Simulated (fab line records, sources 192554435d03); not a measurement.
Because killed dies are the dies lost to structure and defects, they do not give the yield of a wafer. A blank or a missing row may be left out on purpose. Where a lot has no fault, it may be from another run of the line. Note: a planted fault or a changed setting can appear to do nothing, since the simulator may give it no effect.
Split-lot experiment | flow n5 finfet | route with 1938 steps; 7 lots, 21 wafers read

== ABOUT THE SPLIT ==
At N5_HKMG_FIN_PEB_47 (peb time 60 s), the setting peb time s was moved away from the recipe's 60 s on 9 of the 21 wafers read, by -18.9% to +17.0%. This setting was run at the recipe's value on the other wafers.

== FROM THE SPLIT ON TO THE READING: in between, the file shows 1 step ==
- N5_HKMG_FIN_DEVELOP_48: develop time 30 s

== THE READING ==
cd nm (nm) at N5_HKMG_FIN_CD_MEAS_49, where the cd target is 202 nm. Fault-free wafers of this fab line usually give 201.7 nm, standard deviation 0.61 nm.

wafer  | tool, chamber at the split | peb time s as run, s | against the recipe | cd nm, nm | against lot-mates on the recipe
L075.1 | litho track-03, 0          | 60                   | recipe             | 201.8     | -
L075.4 | litho track-03, 0          | 56.15                | -6.4%              | 200.0     | -1.9
L075.5 | litho track-03, 0          | 60                   | recipe             | 201.9     | -
L083.2 | litho track-03, 0          | 60                   | recipe             | 201.6     | -
L083.4 | litho track-03, 0          | 65.48                | +9.1%              | 204.2     | +2.6
L083.6 | litho track-03, 0          | 65.48                | +9.1%              | 204.1     | +2.5
L082.1 | litho track-04, 0          | 60                   | recipe             | 203.2     | -
L082.4 | litho track-04, 0          | 70.19                | +17.0%             | 207.3     | +5.0
L082.5 | litho track-04, 0          | 60                   | recipe             | 201.5     | -
L090.1 | litho track-03, 0          | 60                   | recipe             | 201.4     | -
L090.3 | litho track-03, 0          | 55.11                | -8.2%              | 199.4     | -2.0
L090.6 | litho track-03, 0          | 55.11                | -8.2%              | 199.0     | -2.4
L092.1 | litho track-04, 0          | 49.43                | -17.6%             | 195.5     | -6.9
L092.2 | litho track-04, 0          | 60                   | recipe             | 202.4     | -
L092.4 | litho track-04, 0          | 49.43                | -17.6%             | 195.6     | -6.8
L094.1 | litho track-03, 0          | 60                   | recipe             | 201.2     | -
L094.2 | litho track-03, 0          | 60                   | recipe             | 202.1     | -
L094.6 | litho track-03, 0          | 60                   | recipe             | 201.3     | -
L096.2 | litho track-04, 0          | 60                   | recipe             | 201.0     | -
L096.4 | litho track-04, 0          | 48.65                | -18.9%             | 193.9     | -7.2
L096.6 | litho track-04, 0          | 60                   | recipe             | 201.2     | -

THE FIT
A straight line over all 21 wafers: cd nm changes by +0.343 nm for each +1% of peb time s; r = +0.98; the points scatter about the line by 0.62 nm.
The same after taking each lot's own level away (the mean of its wafers on the recipe; 21 wafers): +0.342 nm for each +1%; r = +0.98; scatter 0.55 nm.
The reading moves by 6.5 nm for the largest change in peb time s, on that fit.
The span of the lots' own levels, 201.10 to 202.40 nm, comes to 2.1 times the standard deviation stated above.
The two slopes agree, so the slope changes little with the lot-to-lot level.
Check: for one of the wafers moved furthest among these (-18.9%), held out of the fit, the line's prediction against its lot-mates is -6.43 nm. It came out at -7.2 nm against them.

== OTHER SPLITS ON THESE WAFERS ==
These wafers also went through other splits before the reading. Each is held against what the fit with the lots' levels taken away leaves over:
other split on the same wafers | wafers away from the commonest value | r with cd nm (lot level and that fit taken away)
N5_SD_EPI_N_PRECLEAN_49 temp c | 6                                    | +0.04

== THE WHOLE CHAIN: every reading that the file lists as answering this split, in the file's order ==
step                   | what it does                                           | reading                                                                | change (the file's fit)               | r (the file's)
N5_HKMG_FIN_CD_MEAS_49 | target cd 202 nm                                       | cd nm                                                                  | +0.344 nm for each +1% of the setting | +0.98
N5_HKMG_FIN_ETCH_54    | etches SiARC in CF4, target depth 45.5 nm, time 75.8 s | HKMG_FIN.cd offset nm (the simulator's own value, which no gauge read) | +0.343 nm for each +1% of the setting | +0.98
N5_HKMG_FIN_ETCH_55    | etches SOC in N2/H2, target depth 240 nm, time 300 s   | HKMG_FIN.cd offset nm (the simulator's own value, which no gauge read) | +0.33 nm for each +1% of the setting  | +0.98

== THE FILE'S OWN FIT ==
cd nm changes by +0.344 nm for each +1% of peb time s, r = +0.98.
